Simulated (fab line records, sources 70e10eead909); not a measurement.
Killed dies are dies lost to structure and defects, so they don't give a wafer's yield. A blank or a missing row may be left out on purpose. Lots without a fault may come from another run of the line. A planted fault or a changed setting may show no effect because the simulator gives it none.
Chamber matching | flow nand_harc | NHARC_A_CONTACT_ETCH_102 on rie_diel-11: 4 sister chambers
The step etches the open film in CF4/O2, target depth 70 nm, overetch 7 nm, time 38.5 s. 14 wafers are shown with their chamber, then 7 later ones without.

WAFERS WITH THEIR CHAMBER
wafer  | chamber | drypump_motor_current_A (A) | run_length_s (s) | rf_vpp_V (V)
L982.2 | 1       | 5.6                         | 60.6             | 200.0
L982.3 | 2       | 5.8                         | 59.6             | 196.0
L982.6 | 0       | 5.6                         | 59.1             | 200.2
L987.2 | 2       | 5.8                         | 59.3             | 197.9
L987.3 | 3       | 5.8                         | 59.3             | 199.6
L987.6 | 2       | 5.8                         | 59.6             | 197.2
L988.1 | 3       | 5.8                         | 59.5             | 197.5
L988.5 | 2       | 5.8                         | 59.6             | 196.7
L988.6 | 3       | 5.8                         | 59.4             | 199.1
L989.1 | 0       | 5.6                         | 59.6             | 199.4
L989.2 | 1       | 5.5                         | 60.9             | 200.1
L989.6 | 0       | 5.6                         | 59.1             | 198.6
L101.2 | 0       | 5.6                         | 59.1             | 200.6
L101.3 | 1       | 5.6                         | 60.3             | 199.7

SIGNATURES (means of the wafers above)
reading                 | chamber 0 | chamber 1 | chamber 2 | chamber 3 | scatter within a chamber
drypump_motor_current_A | 5.600     | 5.567     | 5.800     | 5.800     | 0.0258
run_length_s            | 59.225    | 60.600    | 59.525    | 59.400    | 0.213
rf_vpp_V                | 199.700   | 199.933   | 196.950   | 198.733   | 0.824
Rule: a wafer's distance from a chamber is the root of the sum, over the readings, of the square of ((its reading less the chamber's mean) divided by the reading's scatter). The wafer belongs to the nearest chamber; if the next one is less than 2 further off, it can't be placed. The scatter: the root of (the sum of the squares of (reading less its chamber's mean) over the shown wafers, divided by (wafers less chambers)).

WAFERS WITHOUT THEIR CHAMBER
wafer  | drypump_motor_current_A (A) | run_length_s (s) | rf_vpp_V (V)
L101.6 | 5.6                         | 59.3             | 199.5
L102.1 | 5.6                         | 59.5             | 199.1
L102.3 | 5.5                         | 60.7             | 199.8
L102.5 | 5.8                         | 59.3             | 196.1
L103.3 | 5.6                         | 59.2             | 198.7
L103.5 | 5.8                         | 59.0             | 196.6
L103.6 | 5.6                         | 60.2             | 201.2

WHICH CHAMBER EACH WENT THROUGH
wafer  | from the rows above     | in truth
L101.6 | 0                       | 0
L102.1 | 0                       | 0
L102.3 | 1                       | 1
L102.5 | can't be placed: 2 or 3 | 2
L103.3 | 0                       | 0
L103.5 | can't be placed: 2 or 3 | 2
L103.6 | 1                       | 1
Placed correctly: 5 of 7. Can't be placed from these rows: 2 (the true chamber is among the candidates in 2). Placed wrongly: 0.
